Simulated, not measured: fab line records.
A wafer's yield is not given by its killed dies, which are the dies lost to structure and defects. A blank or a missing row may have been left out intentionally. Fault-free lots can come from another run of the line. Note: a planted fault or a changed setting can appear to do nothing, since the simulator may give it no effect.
Chamber matching | flow nand-harc | NHARC_P_M1_PRE_CLEAN_32 on pecvd-01: 3 sister chambers
The step time 12 s. 3 wafers are shown with their chamber, then 12 later ones without.

## WAFERS WITH THEIR CHAMBER
wafer  | chamber | heater-power-w (W)
L088.2 | 1       | 670
L090.1 | 0       | 715
L090.4 | 2       | 713

## WAFERS WITH NO CHAMBER GIVEN
wafer  | heater-power-w (W)
L090.3 | 597
L090.5 | 723
L090.6 | 590
L091.1 | 616
L091.3 | 728
L091.4 | 710
L091.2 | 696
L091.5 | 609
L091.6 | 675
L096.1 | 542
L096.3 | 720
L096.4 | 756

## THE CHAMBER EACH PASSED THROUGH
wafer  | from the rows above          | in truth
L090.3 | can't be placed: 1 or 2 or 0 | 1
L090.5 | can't be placed: 0 or 2 or 1 | 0
L090.6 | can't be placed: 1 or 2 or 0 | 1
L091.1 | can't be placed: 1 or 2 or 0 | 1
L091.3 | can't be placed: 0 or 2 or 1 | 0
L091.4 | can't be placed: 2 or 0 or 1 | 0
L091.2 | can't be placed: 2 or 0 or 1 | 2
L091.5 | can't be placed: 1 or 2 or 0 | 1
L091.6 | can't be placed: 1 or 2 or 0 | 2
L096.1 | can't be placed: 1 or 2 or 0 | 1
L096.3 | can't be placed: 0 or 2 or 1 | 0
L096.4 | can't be placed: 0 or 2 or 1 | 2
Placed correctly: 0 of 12. From these rows, 12 cannot be placed; in 12 the true chamber is one of the candidates. 0 placed wrongly.
How it was worked out, from the rows above alone: a wafer's distance from a chamber is the root of the sum, over the readings, of the square of ((its reading less the chamber's mean) divided by the reading's scatter). The wafer belongs to the nearest chamber; if the next one is less than 2 further off, it can't be placed. Each chamber's mean is taken over the wafers shown for it. The scatter (one wafer shown for each chamber): square how far every hidden wafer sits from the nearest shown wafer, average those squares and take the square root.
